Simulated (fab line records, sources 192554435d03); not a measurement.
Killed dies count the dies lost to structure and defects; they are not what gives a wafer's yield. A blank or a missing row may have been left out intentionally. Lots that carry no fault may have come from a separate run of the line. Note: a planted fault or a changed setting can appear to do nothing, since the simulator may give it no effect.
fab line records -- flow n5Finfet
[record] lots = 7, wafers = 21, lastDay = 17
route steps=1938 shown BEOL_M2@869 BEOL_M4@1111 PASSIVATION@1936
lots with no fault: from the same line, run without faults
startH: the number of hours between the record's first day and the start of the first shown wafer of the lot -- waitH: hours elapsed since this lot's preceding step -- " unchanged from the row above -- L1.1+2: a row that stands for several wafers -- - no value present, or no start provided -- * or withheld: withheld -- < > ~ a bound
route shown NAME@n: NAME is a module with steps in the file, n the number in the route of the first one -- usual: mean/standard deviation taken from wafers without a fault -- same: alike in all rows -- chamber/n: place in a boat -- sites: each site's reading -- _std_site: their standard deviation -- _edge_site: outer sites' mean less inner sites' -- radiusMm: how far each site lies from the wafer's centre -- mask NAME#n: copy n -- behind: tool/chamber where the wafer was last shaped -- hold: why the lot was held/for how many hours/how that ended -- device: whichever transistor did not switch (one of n, p or np) -- end of line: tests run on the same wafers once the route is complete -- a step given without rows: its recipe and nothing more -- killed: the dies lost at the first sort to structure and to defects; this is not the yield of the wafer -- map: shows each die of a wafer: x if killed, . if not, _ if none is there
set.NAME: the setting the step ran with; set.NAME@STEP: the setting that earlier step ran with -- model.NAME: the simulator's own value behind a step, which no gauge read
certain route steps with their lots: each step a table, each wafer a row
services: the hour from which a tool's chamber was out of use, counted from the record's first day as startH (under 0 if before that day), plus the number of hours and why
[[steps]]
[step N5_BEOL_M2_COAT_76]
[recipe] resist = underlayer, tempC = 205, timeS = 60, spinRpm = 1500, resistThkNm = 5
[step N5_BEOL_M2_COAT_22]
[recipe] resist = CAR-EUV, spinRpm = 1500, resistThkNm = 30
[step N5_BEOL_M2_EBR_24]
[recipe] solvent = PGMEA, ebrWidthMm = 1.5
[step N5_BEOL_M2_SOFTBAKE_23]
[recipe] tempC = 110, timeS = 60, resist = CAR-EUV
[step N5_BEOL_M2_EXPOSE_25]
[recipe] maskId = V1, na = 0.33, sourceShape = quasar, sigmaInner = 0.2, sigmaOuter = 0.8, polarization = unpolarized, defocusNm = 5, doseMj = 63
[step N5_BEOL_M2_PEB_26]
[recipe] pebTempC = 100, pebTimeS = 60, resist = CAR-EUV
[step N5_BEOL_M2_DEVELOP_27]
[recipe] developTimeS = 30, developer = TMAH, resist = CAR-EUV, rinseLiquid = surfactantRinse, dry = airSpin, devTempC = 23
[step N5_BEOL_M2_CD_MEAS_28]
[recipe] targetCdNm = 26.2, landingEnergyEv = 500, detector = seInlens, targetCdYNm = 24.1, polarity = opening
[usual] cdNm = 26.23/0.25
lot.wafer,tool,chamber,startH,waitH,cdNm
L945.1,cdSem-01,0,173.92,-,26.07
L945.3,cdSem-01,0,173.92,-,26.22
L945.5,cdSem-01,0,173.92,-,26.66
L946.2,cdSem-03,0,177.51,-,25.79
L946.3,cdSem-03,0,177.51,-,26.21
L946.5,cdSem-03,0,177.51,-,26.25
L947.1,cdSem-02,0,184.44,-,26.39
L947.3,cdSem-02,0,184.44,-,26.03
L947.4,cdSem-02,0,184.44,-,26.06
L948.1,cdSem-01,0,187.53,-,26.58
L948.2,cdSem-01,0,187.53,-,25.99
L948.6,cdSem-01,0,187.53,-,26.16
L958.3,cdSem-02,0,252.22,-,26.79
L958.4,cdSem-02,0,252.22,-,26.50
L958.6,cdSem-02,0,252.22,-,26.38
L960.2,cdSem-02,0,267.80,-,25.99
L960.5,cdSem-02,0,267.80,-,26.45
L960.6,cdSem-02,0,267.80,-,26.17
L962.1,cdSem-03,0,276.48,-,26.40
L962.3,cdSem-03,0,276.48,-,26.48
L962.6,cdSem-03,0,276.48,-,26.17
[step N5_BEOL_M2_OVL_MEAS_29]
[recipe] pointsPerWafer = 522
[usual] V1_OVL = 0.9/0.65
lot.wafer,tool,chamber,startH,waitH,V1_OVL[nm]
L945.1,overlay-01,0,173.95,0.0,0.1
L945.3,overlay-01,0,173.95,0.0,1.2
L945.5,overlay-01,0,173.95,0.0,2.1
L946.2,overlay-02,0,177.55,0.0,1.3
L946.3,overlay-02,0,177.55,0.0,0.7
L946.5,overlay-02,0,177.55,0.0,0.6
L947.1,overlay-02,0,184.47,0.0,1.9
L947.3,overlay-02,0,184.47,0.0,1.5
L947.4,overlay-02,0,184.47,0.0,0.0
L948.1,overlay-02,0,187.56,0.0,0.9
L948.2,overlay-02,0,187.56,0.0,-0.3
L948.6,overlay-02,0,187.56,0.0,-0.2
L958.3,overlay-02,0,252.26,0.0,0.7
L958.4,overlay-02,0,252.26,0.0,0.9
L958.6,overlay-02,0,252.26,0.0,0.5
L960.2,overlay-02,0,267.83,0.0,0.1
L960.5,overlay-02,0,267.83,0.0,1.1
L960.6,overlay-02,0,267.83,0.0,-0.2
L962.1,overlay-01,0,276.51,0.0,0.8
L962.3,overlay-01,0,276.51,0.0,1.0
L962.6,overlay-01,0,276.51,0.0,1.4
[step N5_BEOL_M2_INSPECT_30]
[recipe] mode = adi, inspectInstrument = brightfield
[usual] rawDefectCount = 413/79
lot.wafer,tool,chamber,startH,waitH,rawDefectCount
L945.1,defectInspect-02,-,174.01,0.1,380
L945.3,defectInspect-02,-,174.01,0.1,385
L945.5,defectInspect-02,-,174.01,0.1,351
L946.2,defectInspect-01,-,177.61,0.1,527
L946.3,defectInspect-01,-,177.61,0.1,426
L946.5,defectInspect-01,-,177.61,0.1,335
L947.1,defectInspect-02,-,184.53,0.1,455
L947.3,defectInspect-02,-,184.53,0.1,349
L947.4,defectInspect-02,-,184.53,0.1,487
L948.1,defectInspect-02,-,187.62,0.1,375
L948.2,defectInspect-02,-,187.62,0.1,408
L948.6,defectInspect-02,-,187.62,0.1,385
L958.3,defectInspect-01,-,252.31,0.0,671
L958.4,defectInspect-01,-,252.31,0.0,465
L958.6,defectInspect-01,-,252.31,0.0,553
L960.2,defectInspect-02,-,267.89,0.0,364
L960.5,defectInspect-02,-,267.89,0.0,321
L960.6,defectInspect-02,-,267.89,0.0,296
L962.1,defectInspect-02,-,276.57,0.1,316
L962.3,defectInspect-02,-,276.57,0.1,313
L962.6,defectInspect-02,-,276.57,0.1,321
[step N5_BEOL_M2_DESCUM_33]
[recipe] chemistry = O2, timeS = 7, sourcePowerW = 50, biasPowerW = 20, pressureMtorr = 20, rfFrequencyHz = 2.712e+07, tempC = 40, resist = CAR-EUV, o2FlowSccm = 225
[usual] drypumpMotorCurrentA = 5.6/0.34, oesProductAu = 0.77/0.09, rfFwdPowerW = 49.41/0.2, rfVppV = 243.4/1.3, showerheadPlenumPTorr = 2.11/0.065, tempC = 40.00/0.11, throttleValvePct = 20.40/0.29
lot.wafer,tool,chamber,startH,waitH,drypumpMotorCurrentA,oesProductAu,rfFwdPowerW,rfHoursCounterH,rfVppV,showerheadPlenumPTorr,tempC,throttleValvePct
L945.1,rieDiel-03,0,174.06,0.1,5.9,0.74,49.37,175,245.1,2.18,39.95,20.25
L945.3,rieDiel-03,3,174.06,0.1,5.7,0.81,48.96,111,242.2,1.99,39.78,19.82
L945.5,rieDiel-03,3,174.06,0.1,5.7,0.81,49.00,-,242.2,1.99,39.85,19.83
L946.2,rieDiel-01,0,177.65,0.0,5.9,0.92,49.30,16,242.9,2.06,40.08,20.33
L946.3,rieDiel-01,3,177.65,0.0,5.5,0.69,49.47,218,242.1,2.08,39.85,20.75
L946.5,rieDiel-01,1,177.65,0.0,5.7,0.71,49.52,-,243.9,2.08,39.89,20.15
L947.1,rieDiel-03,0,185.36,0.8,5.9,0.74,49.23,180,243.4,2.18,39.80,20.26
L947.3,rieDiel-03,2,185.36,0.8,5.0,0.75,49.17,181,244.1,2.10,40.11,20.42
L947.4,rieDiel-03,3,185.36,0.8,5.7,0.80,49.42,115,242.7,1.99,40.03,19.84
L948.1,rieDiel-03,2,187.89,0.3,5.0,0.74,49.20,182,242.0,2.10,39.96,20.41
L948.2,rieDiel-03,1,187.89,0.3,5.7,0.85,49.18,63,242.0,2.11,40.09,20.18
L948.6,rieDiel-03,1,187.89,0.3,5.7,0.85,49.04,-,243.1,2.11,40.12,20.18
L958.3,rieDiel-05,1,252.34,0.0,5.7,0.72,49.38,216,243.7,2.15,39.96,20.49
L958.4,rieDiel-05,3,252.34,0.0,6.5,0.96,49.33,15,245.1,2.24,39.92,20.32
L958.6,rieDiel-05,1,252.34,0.0,5.7,0.71,49.13,-,243.5,2.15,40.01,20.49
L960.2,rieDiel-03,3,267.92,0.0,5.6,0.77,49.39,148,240.7,1.98,39.92,19.87
L960.5,rieDiel-03,3,267.92,0.0,5.7,0.78,49.38,-,242.5,1.98,40.04,19.87
L960.6,rieDiel-03,0,267.92,0.0,5.9,0.72,49.42,-,244.1,2.16,39.87,20.31
L962.1,rieDiel-05,0,276.61,0.0,5.4,0.72,49.67,221,243.4,2.14,39.85,20.78
L962.3,rieDiel-05,1,276.61,0.0,5.6,0.71,49.54,226,245.1,2.15,39.98,20.52
L962.6,rieDiel-05,2,276.61,0.0,5.2,0.68,49.79,-,244.2,2.14,40.01,20.79
[step N5_BEOL_M2_ETCH_77]
[recipe] chemistry = N2/H2, target = underlayer, targetDepthA = 65, maskMaterial = CAR-EUV, timeS = 5.2, ionEnergyEv = 200, pressureMtorr = 30, sourceW = 840, biasW = 150, n2FlowSccm = 200, h2FlowSccm = 200, ends = cleared
[usual] biasW = 150.0/0.44, drypumpMotorCurrentA = 5.6/0.34, etchRfOnTimeS = 5.20/0.15, oesProductAu = 0.66/0.076, rfFwdPowerW = 819/3, rfVppV = 524.6/2.5, showerheadPlenumPTorr = 2.57/0.068, throttleValvePct = 17.9/0.3
lot.wafer,tool,chamber,startH,waitH,biasW,drypumpMotorCurrentA,etchRfOnTimeS,oesProductAu,rfFwdPowerW,rfHoursCounterH,rfVppV,showerheadPlenumPTorr,throttleValvePct
L945.1,rieDiel-03,0,174.10,0.0,149.5,5.9,5.41,0.63,828,175,526.3,2.64,17.6
L945.3,rieDiel-03,3,174.10,0.0,149.9,5.6,5.03,0.70,819,111,523.2,2.47,17.5
L945.5,rieDiel-03,3,174.10,0.0,149.6,5.7,5.04,0.70,818,-,520.9,2.47,17.5
L946.2,rieDiel-01,0,177.68,0.0,150.8,5.9,5.20,0.78,816,16,521.2,2.51,17.8
L946.3,rieDiel-01,3,177.68,0.0,149.4,5.6,5.13,0.60,813,218,520.4,2.51,18.2
L946.5,rieDiel-01,1,177.68,0.0,149.8,5.8,5.29,0.60,818,-,523.3,2.51,17.5
L947.1,rieDiel-03,0,185.40,0.0,149.2,5.9,5.43,0.62,820,180,527.5,2.64,17.6
L947.3,rieDiel-03,2,185.40,0.0,149.1,5.0,5.25,0.63,814,181,522.8,2.55,17.8
L947.4,rieDiel-03,3,185.40,0.0,151.0,5.6,5.00,0.70,820,115,521.3,2.46,17.5
L948.1,rieDiel-03,2,187.93,0.0,150.0,5.0,5.34,0.63,824,182,522.5,2.55,17.8
L948.2,rieDiel-03,1,187.93,0.0,150.0,5.7,5.26,0.71,823,63,523.3,2.58,17.8
L948.6,rieDiel-03,1,187.93,0.0,150.5,5.7,5.26,0.73,824,-,527.3,2.58,17.8
L958.3,rieDiel-05,1,252.38,0.0,150.2,5.6,5.39,0.60,820,216,523.8,2.59,17.7
L958.4,rieDiel-05,3,252.38,0.0,150.3,6.5,5.03,0.82,823,15,531.6,2.69,17.6
L958.6,rieDiel-05,1,252.38,0.0,149.7,5.6,5.37,0.60,818,-,525.9,2.59,17.8
L960.2,rieDiel-03,3,267.95,0.0,149.9,5.6,5.12,0.66,818,148,523.2,2.45,17.6
L960.5,rieDiel-03,3,267.95,0.0,150.1,5.7,5.11,0.67,815,-,521.6,2.45,17.6
L960.6,rieDiel-03,0,267.95,0.0,149.3,5.9,5.37,0.61,820,-,525.7,2.62,17.7
L962.1,rieDiel-05,0,276.64,0.0,149.3,5.4,5.11,0.62,818,221,526.6,2.62,18.4
L962.3,rieDiel-05,1,276.64,0.0,150.3,5.6,5.36,0.61,821,226,522.4,2.59,17.8
L962.6,rieDiel-05,2,276.64,0.0,150.1,5.2,5.44,0.58,818,-,527.1,2.63,18.4
[step N5_BEOL_M2_ETCH_69]
[recipe] chemistry = CF4, target = SiARC, targetDepthA = 156, maskMaterial = CAR-EUV, timeS = 26, ionEnergyEv = 80, pressureMtorr = 40, sourceW = 545, biasW = 36, Ar_flow_sccm = 100, cf4FlowSccm = 100, ends = cleared
[usual] biasW = 36.01/0.11, drypumpMotorCurrentA = 5.6/0.34, etchRfOnTimeS = 26.1/0.77, oesProductAu = 0.66/0.076, rfFwdPowerW = 532.4/2, rfVppV = 184.3/1.1, showerheadPlenumPTorr = 2.16/0.061, throttleValvePct = 15.61/0.27
lot.wafer,tool,chamber,startH,waitH,biasW,drypumpMotorCurrentA,etchRfOnTimeS,oesProductAu,rfFwdPowerW,rfHoursCounterH,rfVppV,showerheadPlenumPTorr,throttleValvePct
L945.1,rieDiel-03,0,174.11,0.0,37.54,5.9,26.5,0.64,534.3,175,191.1,2.23,15.56
L945.3,rieDiel-03,3,174.11,0.0,37.71,5.6,24.7,0.70,530.4,111,188.2,2.06,15.25
L945.5,rieDiel-03,3,174.11,0.0,37.60,5.6,24.4,0.71,530.8,-,188.5,2.06,15.21
L946.2,rieDiel-01,0,177.70,0.0,35.94,5.9,25.9,0.79,535.5,16,184.3,2.10,15.40
L946.3,rieDiel-01,3,177.70,0.0,35.92,5.5,25.6,0.61,528.8,218,185.1,2.13,15.98
L946.5,rieDiel-01,1,177.70,0.0,36.03,5.7,26.4,0.60,533.1,-,183.6,2.13,15.41
L947.1,rieDiel-03,0,185.41,0.0,37.73,5.9,26.7,0.63,533.7,180,191.2,2.23,15.54
L947.3,rieDiel-03,2,185.41,0.0,37.49,5.0,26.0,0.63,534.0,181,189.8,2.14,15.51
L947.4,rieDiel-03,3,185.41,0.0,37.48,5.7,24.8,0.70,527.4,115,188.8,2.06,15.24
L948.1,rieDiel-03,2,187.94,0.0,37.61,5.0,26.1,0.63,532.7,182,191.0,2.14,15.52
L948.2,rieDiel-03,1,187.94,0.0,37.71,5.6,25.6,0.72,530.4,63,190.0,2.16,15.38
L948.6,rieDiel-03,1,187.94,0.0,37.77,5.7,25.7,0.72,530.8,-,190.0,2.16,15.37
L958.3,rieDiel-05,1,252.40,0.0,36.02,5.6,27.2,0.61,533.7,216,183.9,2.18,15.66
L958.4,rieDiel-05,3,252.40,0.0,36.08,6.5,25.2,0.81,533.9,15,186.0,2.29,15.40
L958.6,rieDiel-05,1,252.40,0.0,36.03,5.6,27.3,0.61,531.9,-,182.9,2.18,15.65
L960.2,rieDiel-03,3,267.97,0.0,36.02,5.7,25.4,0.67,530.0,148,182.7,2.05,15.31
L960.5,rieDiel-03,3,267.97,0.0,36.08,5.6,25.4,0.66,530.8,-,182.7,2.05,15.30
L960.6,rieDiel-03,0,267.97,0.0,35.86,5.9,27.0,0.61,532.8,-,184.6,2.22,15.60
L962.1,rieDiel-05,0,276.66,0.0,36.11,5.4,25.7,0.62,531.6,221,184.4,2.20,15.99
L962.3,rieDiel-05,1,276.66,0.0,36.02,5.6,27.3,0.60,532.8,226,182.8,2.18,15.67
L962.6,rieDiel-05,2,276.66,0.0,36.19,5.2,27.5,0.57,531.6,-,184.3,2.20,16.05
[step N5_BEOL_M2_ALD_98]
[recipe] material = SiO2, targetThkA = 25, tempC = 100, aldPrecursorFamily = BDEAS, aldCoReactant = O2-plasma, pulseTimeS = 1, coReactantPulseTimeS = 1, purgeTimeS = 2, coReactantPurgeTimeS = 2, aldCycles = 17, pressureTorr = 2
[usual] heaterPowerW = 78/6.5, precursorPulseHeightRel = 1.000/0.02
[same] coReactantPurgeTimeS = 2, pulseTimeS = 1
lot.wafer,tool,chamber,startH,waitH,heaterPowerW,precursorPulseHeightRel
L945.1,aldSin-01,2,174.21,0.1,62,1.003
L945.3,aldSin-01,0,174.21,0.1,87,1.005
L945.5,aldSin-01,0,174.21,0.1,88,0.991
L946.2,aldSin-01,3,178.20,0.5,68,0.990
L946.3,aldSin-01,1,178.20,0.5,81,0.993
L946.5,aldSin-01,3,178.20,0.5,70,0.982
L947.1,aldSin-02,2,187.10,1.7,79,0.993
L947.3,aldSin-02,1,187.10,1.7,73,0.995
L947.4,aldSin-02,3,187.10,1.7,82,0.967
L948.1,aldSin-01,3,188.13,0.2,68,1.022
L948.2,aldSin-01,2,188.13,0.2,62,0.996
L948.6,aldSin-01,3,188.13,0.2,68,1.009
L958.3,aldSin-02,2,252.48,0.1,77,1.005
L958.4,aldSin-02,3,252.48,0.1,82,0.994
L958.6,aldSin-02,1,252.48,0.1,74,1.010
L960.2,aldSin-01,2,268.05,0.1,61,1.012
L960.5,aldSin-01,3,268.05,0.1,68,0.999
L960.6,aldSin-01,2,268.05,0.1,62,0.980
L962.1,aldSin-03,1,276.98,0.3,83,0.989
L962.3,aldSin-03,0,276.98,0.3,87,0.993
L962.6,aldSin-03,1,276.98,0.3,82,1.037
[step N5_BEOL_M4_RC_MEAS_101]
[usual] DIBL_N = 36.9/1.6, DIBL_P = 37.1/2, IOFF_N = 0.17/0.032, IOFF_P = 0.22/0.036, ION_N = 674/12, ION_P = 463/7.8, SS_N = 71.7/0.63, SS_P = 73.5/0.62, VT_N = 249/3.3, VT_P = -250/3.5
lot.wafer,tool,chamber,startH,waitH,DIBL_N[mV/V],DIBL_P[mV/V],IOFF_N[nA/um],IOFF_P[nA/um],ION_N[uA/um],ION_P[uA/um],SS_N[mV/dec],SS_P[mV/dec],VT_N[mV],VT_P[mV]
L945.1,prober-01,0,209.36,0.0,37.5,38.3,0.19,0.25,687,464,72.7,73.7,247,-247
L945.3,prober-01,0,209.36,0.0,34.8,36.2,0.14,0.22,675,467,70.9,72.7,251,-247
L945.5,prober-01,0,209.36,0.0,38.2,39.9,0.22,0.29,694,478,72.5,74.2,244,-244
L946.2,prober-01,0,221.10,0.2,37.9,37.9,0.20,0.26,689,470,72.1,73.9,247,-248
L946.3,prober-01,0,221.10,0.2,36.4,35.9,0.16,0.21,676,464,71.6,73.7,248,-252
L946.5,prober-01,0,221.10,0.2,37.9,37.6,0.19,0.25,688,471,71.0,74.1,245,-246
L948.1,prober-02,0,229.13,0.2,38.1,40.4,0.21,0.27,687,465,71.7,74.8,246,-247
L948.2,prober-02,0,229.13,0.2,36.9,37.7,0.18,0.22,676,456,71.7,73.7,249,-251
L948.6,prober-02,0,229.13,0.2,32.9,35.0,0.12,0.18,668,463,70.4,72.9,253,-250
L947.1,prober-01,0,236.56,0.0,37.3,39.2,0.18,0.24,681,466,71.1,73.2,248,-249
L947.3,prober-01,0,236.56,0.0,34.0,36.7,0.14,0.20,681,477,70.9,72.6,249,-250
L947.4,prober-01,0,236.56,0.0,33.2,35.5,0.12,0.18,654,452,70.6,72.2,254,-253
L958.3,prober-01,0,281.28,0.4,36.8,34.9,0.15,0.21,691,471,71.0,73.9,250,-248
L958.4,prober-01,0,281.28,0.4,37.9,35.1,0.17,0.23,678,464,71.5,73.2,249,-247
L958.6,prober-01,0,281.28,0.4,40.2,38.7,0.22,0.30,690,477,72.4,74.6,245,-244
L960.2,prober-01,0,300.17,0.2,37.0,40.7,0.20,0.27,685,466,72.5,73.4,248,-246
L960.5,prober-01,0,300.17,0.2,36.9,39.2,0.18,0.25,669,465,72.6,72.9,247,-247
L960.6,prober-01,0,300.17,0.2,37.6,40.1,0.22,0.25,679,463,72.8,73.2,246,-247
L962.1,prober-01,0,309.93,0.0,36.5,37.0,0.16,0.23,683,469,71.9,73.0,248,-246
L962.3,prober-01,0,309.93,0.0,36.5,38.3,0.15,0.25,669,463,71.4,73.4,252,-245
L962.6,prober-01,0,309.93,0.0,36.6,37.2,0.16,0.24,675,467,71.7,73.4,249,-248
[step N5_PASSIVATION_PROBE_49]
[usual] defectLimitedYield = 90.9/1.6, killed_at_M0_to_M3 = 34/11, killed_at_M4_up = 14/5.7, killedAtContacts = 13/6.5, killedAtFrontEnd = 43/11, killedAtOther = 4/3.1, killedDies = 107/19, killedOpen = 71/14, killedShort = 35/7.9, sort_bin_5_function = 5.3/1.1, sort_bin_6_memory = 3.4/0.74, sortNPass = 1073/19, sortYieldPct = 90.9/1.6
[same] grossDies = 1180, killedAtBackSide = 0, sort_bin_4_leakage[%] = 0, sort_bin_8_speed[%] = 0
lot.wafer,tool,chamber,startH,waitH,defectLimitedYield[%],killed_at_M0_to_M3,killed_at_M4_up,killedAtContacts,killedAtFrontEnd,killedAtOther,killedDies,killedOpen,killedShort,sort_bin_5_function[%],sort_bin_6_memory[%],sortNPass,sortYieldPct[%]
L946.2,prober-01,-,323.70,0.1,90.6,38,25,11,37,0,111,67,43,5.8,3.3,1069,90.6
L946.3,prober-01,-,323.75,0.1,88.1,44,23,23,43,7,140,86,46,7.1,3.8,1040,88.1
L946.5,prober-01,-,323.85,0.2,89.4,41,10,10,61,3,125,75,44,6.2,3.4,1055,89.4
// killed by level:class
L946.2 BEOL_M3:geometricParticle:open=10 BEOL_M4:geometricParticle:short=10 MOL_CONTACT_COAG:geometricParticle:open=9 BEOL_M0_SAQP:geometricParticle:short=9 FIN_SAQP:geometricParticle:short=6 STI_FIN_REVEAL:geometricParticle:open=6 BEOL_M0_SAQP:geometricParticle:open=6 BEOL_M1:geometricParticle:open=5
L946.3 MOL_CONTACT_COAG:geometricParticle:open=20 BEOL_M0_SAQP:geometricParticle:open=11 BEOL_M3:geometricParticle:open=11 BEOL_M4:geometricParticle:open=11 FIN_SAQP:geometricParticle:short=10 BEOL_M2:geometricParticle:open=9 HKMG_FIN:areaEtch=8 BEOL_M0_SAQP:geometricParticle:short=5
L946.5 FIN_SAQP:geometricParticle:open=14 BEOL_M3:geometricParticle:open=11 BEOL_M2:geometricParticle:open=11 STI_FIN_REVEAL:geometricParticle:open=10 FIN_SAQP:geometricParticle:short=9 MOL_CONTACT_COAG:geometricParticle:open=7 GATE_CUT:geometricParticle:short=7 BEOL_M1:geometricParticle:open=6
[[services]]
tool,chamber,startH,hours,kind
aldSin-01,-,152.16,0.5,repair
rieDiel-05,0,157.23,1.9,repair
rieDiel-03,1,159.93,2.5,repair
rieDiel-05,-,161.75,14.6,pm
rieDiel-03,-,170.76,0.3,repair
aldSin-03,-,177.74,14.0,pm
rieDiel-01,-,179.88,15.6,pm
rieDiel-05,3,180.98,-,clean
rieDiel-05,3,180.98,-,consumableReplace:focusRing
rieDiel-05,3,180.98,-,consumableReplace:showerhead
rieDiel-05,3,180.98,20.5,scheduledDown
rieDiel-05,3,180.98,20.5,ventCycle
rieDiel-01,-,198.29,0.4,repair
aldSin-01,0,216.83,19.7,repair
aldSin-02,0,230.63,4.4,repair
aldSin-01,1,240.50,14.2,repair
rieDiel-01,0,243.88,4.7,repair
aldSin-03,3,244.75,5.6,repair
aldSin-02,-,250.48,0.3,repair
rieDiel-01,-,251.62,1.0,repair
aldSin-02,1,260.09,3.3,repair
aldSin-03,-,261.01,0.6,repair
aldSin-01,-,268.25,14.0,pm
aldSin-01,0,268.25,14.0,ventCycle
[[key]]
[firstSign] step = N5_BEOL_M2_ETCH_69, reading = biasW, direction = up, sigmas = 15, usual = *, struck = *
[effect] step = N5_BEOL_M2_ETCH_69, reading = rfVppV, direction = up, sigmas = 4.8, usual = 184.3, struck = 189.8
metAt N5_BEOL_M2_ETCH_69
struckWafers L945.1,L945.3,L945.5,L947.1,L947.3,L947.4,L948.1,L948.2,L948.6
[fault] kind = processParameterDrift, tool = rieDiel-03, chamber = -, onsetH = 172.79, steps = N5_BEOL_M2_ETCH_69, channel = biasW, offset = *, shape = step, endH = 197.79, actsIn = *, stated = *
